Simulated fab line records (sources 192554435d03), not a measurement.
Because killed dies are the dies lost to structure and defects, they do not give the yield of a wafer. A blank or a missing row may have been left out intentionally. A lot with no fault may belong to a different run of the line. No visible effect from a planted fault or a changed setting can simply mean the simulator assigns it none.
Chamber matching ; flow n5 finfet ; 4 sister chambers for N5_BEOL_M13_ETCH_59 on rie diel-02
The step etches BARC in N2/H2, target depth 89 nm, overetch 26.7 nm, time 67.9 s. 16 wafers are shown with their chamber, then 8 later ones without.

EACH WAFER AND ITS CHAMBER
wafer;chamber;drypump motor current A (A);showerhead plenum p Torr (Torr);oes product au (a.u.)
L075.1;2;5.8;2.70;0.72
L075.2;3;5.7;2.50;0.75
L075.6;0;5.7;2.52;0.60
L083.3;2;5.8;2.69;0.71
L083.5;3;5.7;2.50;0.74
L083.6;2;5.8;2.69;0.71
L082.1;3;5.7;2.49;0.73
L082.3;1;5.1;2.47;0.72
L082.4;2;5.8;2.69;0.70
L088.1;3;5.7;2.49;0.72
L088.5;3;5.7;2.49;0.73
L088.6;2;5.8;2.69;0.70
L087.1;0;5.7;2.51;0.59
L087.3;2;5.8;2.68;0.69
L087.6;0;5.8;2.51;0.59
L091.1;1;5.1;2.47;0.71

SIGNATURES, as means of the wafers listed above
reading;chamber 0;chamber 1;chamber 2;chamber 3;scatter within a chamber
drypump motor current A;5.733;5.100;5.800;5.700;0.0236
showerhead plenum p Torr;2.5133;2.4700;2.6900;2.4940;0.00568
oes product au;0.5933;0.7150;0.7050;0.7340;0.00994
Rule: a wafer's distance from a chamber is the root of the sum, over the readings, of the square of ((its reading less the chamber's mean) divided by the reading's scatter). The wafer belongs to the nearest chamber; if the next one is less than 2 further off, it can't be placed. The scatter: take each reading less its chamber's mean, square it, sum over the shown wafers, divide by the number of wafers less the number of chambers, and take the root.

WAFERS WHOSE CHAMBER IS MISSING
wafer;drypump motor current A (A);showerhead plenum p Torr (Torr);oes product au (a.u.)
L091.2;5.8;2.51;0.58
L091.3;5.7;2.48;0.71
L093.1;5.7;2.48;0.71
L093.2;5.7;2.51;0.59
L093.4;5.1;2.47;0.70
L097.2;5.7;2.48;0.69
L097.3;5.1;2.46;0.70
L097.5;5.8;2.68;0.68

WHICH CHAMBER EACH ONE RAN IN
wafer;from the rows above;in truth
L091.2;0;0
L091.3;3;3
L093.1;3;3
L093.2;0;0
L093.4;1;1
L097.2;3;3
L097.3;1;1
L097.5;2;2
Correct placement for 8 of the 8. Left unplaced by these rows: 0. 0 placed wrongly.
